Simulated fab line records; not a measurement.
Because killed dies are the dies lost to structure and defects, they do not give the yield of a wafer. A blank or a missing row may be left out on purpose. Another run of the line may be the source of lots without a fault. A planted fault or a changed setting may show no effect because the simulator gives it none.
A lot that was struck, set against a sound lot -- flow n5_finfet -- 31 out of 1938 route steps
Sound: these wafers, L526.2, L526.4, L526.6. Struck: wafer L541.3. (L541.2 of the same lot was not struck and is left out.) The cause comes at the end.
Order at every step that has rows: each side's tool, ch and its chambers, its first start. Under that, the readings that differ: sound wafers -- struck wafers -- difference of the means -- sigmas: that difference in standard deviations of wafers without a fault.
alike: same words and numbers on both sides, and readings whose means sit less than 2 such deviations apart. not compared: any withheld reading, any reading some wafer has no value for, any bound like >300 that may hide the same value, and any number with overlapping values for which the record gives no deviation.
The two part at a step that has a row with sigmas, a row that says differs or no value, or rows on one side only. Numbers that have no deviation but don't overlap get no sigmas and don't part them. A reading missing from all wafers of one side parts the sides only when that side holds two or more wafers.

first, 4 steps without rows for these wafers: N5_FIN_SAQP_PRECLEAN_42 (cleans in O3/DIW, time 60 s); N5_FIN_SAQP_PRECLEAN_00 (cleans in SC1, time 60 s); N5_FIN_SAQP_PRECLEAN_44 (cleans in SC2, time 45 s); N5_FIN_SAQP_SRD_01 (time 30 s).
N5_FIN_SAQP_ALD_61: deposits SiO2, target thk 4 nm, pulse time 1 s, purge time 2 s.
  sound on ald_sin-01 ch 1,3, day 1 19:58; struck on ald_sin-01 ch 2, day 5 14:19
reading,sound,struck,difference,sigmas
precursor_pulse_height_rel,1.060 1.001 1.001,0.981,-0.040,-2
  alike: heater_power_w
then, 2 steps without rows for these wafers: N5_FIN_SAQP_DENSIFY_62 (time 60 s); N5_FIN_SAQP_HM_DEP_03 (deposits SiNx from SiH4/NH3/N2, target thk 38 nm, time 33.6 s).
N5_FIN_SAQP_THK_MEAS_05:
  sound on film_metro-02, day 1 20:32; struck on film_metro-02, day 5 14:56
  alike: thk_nm
N5_FIN_SAQP_PECVD_47: deposits a-Si from SiH4/He, target thk 45 nm, time 36.3 s.
  sound on pecvd-04 ch 0,1, day 1 20:34; struck on pecvd-01 ch 2, day 5 14:59
reading,sound,struck,difference,sigmas
heater_power_w (W),696 712 912,616,-157,-2
  alike: showerhead_plenum_p_Torr, throttle_valve_pct
then, 1 step without rows for these wafers: N5_FIN_SAQP_PECVD_48 (deposits SiNx from SiH4/NH3/N2, target thk 25 nm, time 22.1 s).
N5_FIN_SAQP_PECVD_06: deposits a-Si from SiH4/He, target thk 60 nm, time 48.1 s.
  sound on pecvd-04 ch 0,1, day 1 20:39; struck on pecvd-01 ch 2, day 5 15:04
  alike: heater_power_w, showerhead_plenum_p_Torr, throttle_valve_pct
N5_FIN_SAQP_THK_MEAS_07:
  sound on film_metro-02, day 1 20:44; struck on film_metro-01, day 5 15:09
  alike: thk_nm
N5_FIN_SAQP_HM_DEP_72: deposits SiO2 from SiH4/N2O, target thk 12 nm, time 7.2 s.
  sound on pecvd-04 ch 0,2, day 1 20:47; struck on pecvd-01 ch 0, day 5 15:11
reading,sound,struck,difference,sigmas
model.SiO2_of_FIN_SAQP_HM_DEP_72.thk_nm (nm),11.91 11.94 12.06,12.68,+0.71,
  alike: heater_power_w, showerhead_plenum_p_Torr
then, 8 steps without rows for these wafers: N5_FIN_SAQP_COAT_49 (time 60 s, resist thk 100 nm); N5_FIN_SAQP_COAT_50 (time 60 s, resist thk 35 nm); N5_FIN_SAQP_COAT_10 (resist thk 90 nm); N5_FIN_SAQP_EBR_12; N5_FIN_SAQP_SOFTBAKE_11 (time 60 s); N5_FIN_SAQP_EXPOSE_13 (exposes mask FIN CORE, target cd 35.6 nm); N5_FIN_SAQP_PEB_14 (peb time 60 s); N5_FIN_SAQP_DEVELOP_15 (develop time 30 s).
N5_FIN_SAQP_CD_MEAS_16: target cd 35.6 nm.
  sound on cd_sem-03 ch 0, day 1 21:08; struck on cd_sem-01 ch 0, day 5 15:38
  alike: cd_nm
N5_FIN_SAQP_OVL_MEAS_17:
  sound on overlay-01 ch 0, day 1 21:10; struck on overlay-01 ch 0, day 5 15:40
reading,sound,struck,difference,sigmas
FIN_CORE_OVL (nm),-3.3 -1.4 -1.1,0.0,+1.9,+2
N5_FIN_SAQP_INSPECT_18: inspects for defects (brightfield).
  sound on defect_inspect-01, day 1 21:11; struck on defect_inspect-02, day 5 15:41
  alike: raw_defect_count
then, 1 step without rows for these wafers: N5_FIN_SAQP_DESCUM_21 (chemistry O2, time 7.9 s).
N5_FIN_SAQP_ETCH_51: etches SiARC in CF4, target depth 45.5 nm, time 75.8 s.
  sound on rie_diel-03 ch 1,2,3, day 1 21:16; struck on rie_diel-01 ch 3, day 5 15:46
reading,sound,struck,difference,sigmas
etch_rf_on_time_s (s),76.3 78.9 76.2,74.2,-2.9,-2
oes_product_au (a.u.),0.63 0.64 0.62,0.77,+0.14,+2
  alike: cf4_flow_sccm, drypump_motor_current_A, rf_vpp_V, showerhead_plenum_p_Torr, throttle_valve_pct
  not compared: rf_hours_counter_h
N5_FIN_SAQP_ETCH_52: etches SOC in N2/H2, target depth 100 nm, overetch 20 nm, time 150 s.
  sound on rie_diel-03 ch 1,2,3, day 1 21:19; struck on rie_diel-01 ch 3, day 5 15:49
reading,sound,struck,difference,sigmas
oes_product_au (a.u.),0.66 0.67 0.64,0.79,+0.13,+2
  alike: drypump_motor_current_A, h2_flow_sccm, rf_vpp_V, showerhead_plenum_p_Torr, throttle_valve_pct
  not compared: rf_hours_counter_h
then, 1 step without rows for these wafers: N5_FIN_SAQP_STRIP_53 (strips in N2/H2).
N5_FIN_SAQP_HM_OPEN_73: chemistry CHF3/O2, target SiO2, stops on a-Si, target depth 12 nm, time 16.8 s.
  sound on rie_diel-03 ch 1,2,3, day 1 21:25; struck on rie_diel-01 ch 3, day 5 15:55
reading,sound,struck,difference,sigmas
oes_product_au (a.u.),0.44 0.46 0.43,0.53,+0.09,+2
model.etch.depth_nm (nm),11.91 11.94 12.06,12.68,+0.71,
  alike: CHF3_flow_sccm, drypump_motor_current_A, rf_vpp_V, showerhead_plenum_p_Torr, throttle_valve_pct
  not compared: rf_hours_counter_h
then, 1 step without rows for these wafers: N5_FIN_SAQP_STRIP_74 (strips in CHF3/O2).
-- here the record skips 6 days between the struck wafers' starts before and after, leaving off in module FIN_SAQP and picking up in module BEOL_M4 (first step shown: number 1111 of the route) --
N5_BEOL_M4_RC_MEAS_101:
  sound on prober-01 ch 0, day 7 14:14; struck on prober-02 ch 0, day 11 20:04
  alike: DIBL_N, DIBL_P, IOFF_N, IOFF_P, ION_N, ION_P, SS_N, SS_P, VT_N, VT_P

== WHERE THEY PART ==
Last at N5_FIN_SAQP_HM_OPEN_73 as far as this record goes, first at N5_FIN_SAQP_ALD_61. Later steps at which nothing parts them and some readings are alike: N5_BEOL_M4_RC_MEAS_101.

WHY: what the simulator had put in
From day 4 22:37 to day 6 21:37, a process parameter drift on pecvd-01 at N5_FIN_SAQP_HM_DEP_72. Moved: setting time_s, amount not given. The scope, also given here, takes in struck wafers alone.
